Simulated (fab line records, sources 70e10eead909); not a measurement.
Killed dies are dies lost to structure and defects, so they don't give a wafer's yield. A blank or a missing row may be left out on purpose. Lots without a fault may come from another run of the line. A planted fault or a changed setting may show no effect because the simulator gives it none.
Which tool did it? | flow nand_harc | 6 lots, 18 wafers sampled, at 2 steps of a route of 1302

WHAT THE GAUGES READ, wafer by wafer
NHARC_A_CHANNEL_HOLE_D1_CD_MEAS_30.
lot  | measured     | on        | cd_nm (nm)
L554 | day 9 01:05  | cd_sem-01 | 88.5 91.5 89.2
L560 | day 12 02:57 | cd_sem-02 | 91.0 89.9 89.1
L566 | day 14 04:36 | cd_sem-01 | 89.4 91.8 89.0
L567 | day 14 23:02 | cd_sem-03 | 89.8 87.6 90.4
L573 | day 17 09:47 | cd_sem-03 | 87.3 89.5 90.8
L575 | day 18 00:02 | cd_sem-02 | 89.0 89.7 89.3

WHICH TOOL RAN EACH LOT (tool, then ch and the chambers of the sampled wafers, then the start)
lot  | NHARC_A_CHANNEL_HOLE_D1_ETCH_23
L554 | har_etch-02 ch 0,1, day 8 20:59
L560 | har_etch-02 ch 0,1, day 11 22:57
L566 | har_etch-02 ch 0,1, day 14 00:31
L567 | har_etch-02 ch 0,1, day 14 19:11
L573 | har_etch-01 ch 1, day 17 05:49
L575 | har_etch-01 ch 0,1, day 17 20:01
- NHARC_A_CHANNEL_HOLE_D1_ETCH_23: etches the open film in C4F8/O2/Ar, time 819 s, target depth 1600 nm.

THE ANSWER, worked out from the rows above alone
Rule: what is usual is taken from the lots themselves. Put in order of their means at a reading, lots are off if they are a third of the lots or fewer, leave a main group of 4 or more, and stand apart from it by a gap of 3 or more times the standard deviation of the main group's means; of several such gaps the widest counts. A main group whose means are all the same, to the digits that the tables above print for the reading, isn't used. A lot without any number at a reading at which 4 lots or more have one is off too. The other lots that the step has rows for count as sound.
No lot is off at any reading shown: from this, nothing can be told.

WHAT THE SIMULATOR HAD PUT IN
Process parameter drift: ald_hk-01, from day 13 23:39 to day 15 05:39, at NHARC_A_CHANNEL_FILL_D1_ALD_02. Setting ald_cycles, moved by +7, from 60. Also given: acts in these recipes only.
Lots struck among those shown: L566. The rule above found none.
